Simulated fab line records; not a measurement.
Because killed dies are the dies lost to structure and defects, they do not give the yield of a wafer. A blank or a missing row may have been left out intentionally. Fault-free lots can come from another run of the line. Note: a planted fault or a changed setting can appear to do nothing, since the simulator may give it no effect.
Chamber matching	flow nand-harc	NHARC_P_CONTACT_CMP_01 on cmp-02 has 4 sister chambers
The step polishes SiO2, target thk 200 nm. 14 wafers are shown with their chamber, then 7 later ones without.

WAFERS PAIRED WITH THEIR CHAMBERS
wafer	chamber	motor-current-A (A)	slurry-flow-ml-min
L074.2	2	10.9	149.5
L074.4	3	12.9	150.2
L074.6	3	12.4	150.4
L077.1	0	11.2	150.6
L077.3	3	12.3	149.6
L077.5	0	11.5	150.5
L081.1	0	11.0	150.2
L081.3	1	10.4	150.5
L081.6	1	11.8	150.2
L082.1	2	10.6	150.4
L082.2	0	11.7	150.3
L082.4	1	10.9	150.1
L083.1	1	11.5	149.9
L083.2	3	12.6	149.4

SIGNATURES (averages over the wafers above)
reading	chamber 0	chamber 1	chamber 2	chamber 3	scatter within a chamber
motor-current-A	11.350	11.150	10.750	12.550	0.414
slurry-flow-ml-min	150.400	150.175	149.950	149.900	0.37
Rule: a wafer's distance from a chamber is the root of the sum, over the readings, of the square of ((its reading less the chamber's mean) divided by the reading's scatter). If the next closest chamber is less than 2 further off than the closest, the wafer can't be placed; otherwise it belongs to the closest. The scatter is the square root of a quotient: the sum, over the shown wafers, of each reading's squared deviation from its chamber's mean, divided by wafers minus chambers.

WAFERS MISSING THEIR CHAMBER
wafer	motor-current-A (A)	slurry-flow-ml-min
L083.3	11.4	149.6
L087.1	11.3	149.3
L087.2	11.2	150.4
L087.6	11.7	150.7
L094.2	11.8	150.4
L094.4	12.4	150.0
L094.5	11.4	149.8

CHAMBER TAKEN BY EACH
wafer	from the rows above	in truth
L083.3	can't be placed: 1 or 2 or 0 or 3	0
L087.1	can't be placed: 2 or 1 or 0 or 3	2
L087.2	can't be placed: 0 or 1 or 2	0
L087.6	can't be placed: 0 or 1 or 3 or 2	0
L094.2	can't be placed: 0 or 1 or 3 or 2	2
L094.4	3	3
L094.5	can't be placed: 1 or 2 or 0 or 3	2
Correctly placed: 1 of 7. Cannot be placed on the basis of these rows: 6; the candidates contain the true chamber in 6. 0 placed wrongly.
